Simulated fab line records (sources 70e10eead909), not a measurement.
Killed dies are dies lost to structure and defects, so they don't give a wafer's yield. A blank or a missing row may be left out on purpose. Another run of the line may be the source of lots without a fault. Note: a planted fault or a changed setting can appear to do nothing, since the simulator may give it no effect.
Matching of chambers    flow nand harc    rie diel-05 running NHARC_P_GATE_DESCUM_61: 4 sister chambers
The step chemistry O2, time 3 s. 20 wafers are shown with their chamber, then 10 later ones without.

## WAFERS WITH THEIR CHAMBER
wafer   chamber  showerhead plenum p Torr (Torr)  drypump motor current A (A)  oes product au (a.u.)
L074.1  1        1.91                             5.43                         0.980
L074.5  0        1.84                             5.62                         1.010
L074.6  3        1.77                             5.37                         1.004
L078.3  1        1.90                             5.42                         1.005
L078.5  2        2.04                             5.73                         0.995
L078.6  1        1.90                             5.41                         0.996
L079.2  0        1.83                             5.61                         1.007
L079.3  1        1.90                             5.42                         1.001
L079.6  0        1.83                             5.59                         1.001
L081.2  3        1.76                             5.42                         1.024
L081.3  0        1.83                             5.56                         1.024
L081.5  1        1.90                             5.43                         0.997
L082.3  2        2.04                             5.74                         0.997
L082.4  3        1.76                             5.39                         1.009
L082.6  2        2.04                             5.74                         0.989
L083.2  2        2.03                             5.74                         0.997
L083.5  3        1.76                             5.39                         1.027
L083.6  2        2.03                             5.74                         1.002
L089.2  1        1.90                             5.41                         1.009
L089.3  0        1.83                             5.64                         0.970

SIGNATURES (averages over the wafers above)
reading                   chamber 0  chamber 1  chamber 2  chamber 3  scatter within a chamber
showerhead plenum p Torr  1.8320     1.9017     2.0360     1.7625     0.00473
drypump motor current A   5.6040     5.4200     5.7380     5.3925     0.0185
oes product au            1.00240    0.99800    0.99600    1.01600    0.0127
Rule: for each reading, subtract the chamber's mean from the wafer's reading, divide by that reading's scatter and square the result; add these up over the readings and take the root, which gives the wafer's distance from the chamber. The wafer belongs to the nearest chamber; if the next one is less than 2 further off, it can't be placed. The scatter: the root of (the sum of the squares of (reading less its chamber's mean) over the shown wafers, divided by (wafers less chambers)).

## WAFERS WITHOUT THEIR CHAMBER
wafer   showerhead plenum p Torr (Torr)  drypump motor current A (A)  oes product au (a.u.)
L089.6  2.07                             5.37                         0.990
L093.1  1.90                             5.42                         1.007
L093.5  1.83                             5.64                         0.988
L093.6  1.90                             5.43                         0.997
L094.1  1.90                             5.43                         1.001
L094.4  1.83                             5.63                         0.980
L094.6  2.03                             5.74                         1.012
L096.3  2.02                             5.74                         1.019
L096.4  1.89                             5.44                         1.017
L096.6  2.07                             5.40                         1.005

## WHICH CHAMBER EACH WENT THROUGH
wafer    from the rows above   in truth
L089.6   2                     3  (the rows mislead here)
L093.1   1                     1
L093.5   0                     0
L093.6   1                     1
L094.1   1                     1
L094.4   0                     0
L094.6   2                     2
L096.3   2                     2
L096.4   1                     1
L096.6   2                     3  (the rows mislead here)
Correct placement for 8 of the 10. Can't be placed from these rows: 0. Placed wrongly: 2.
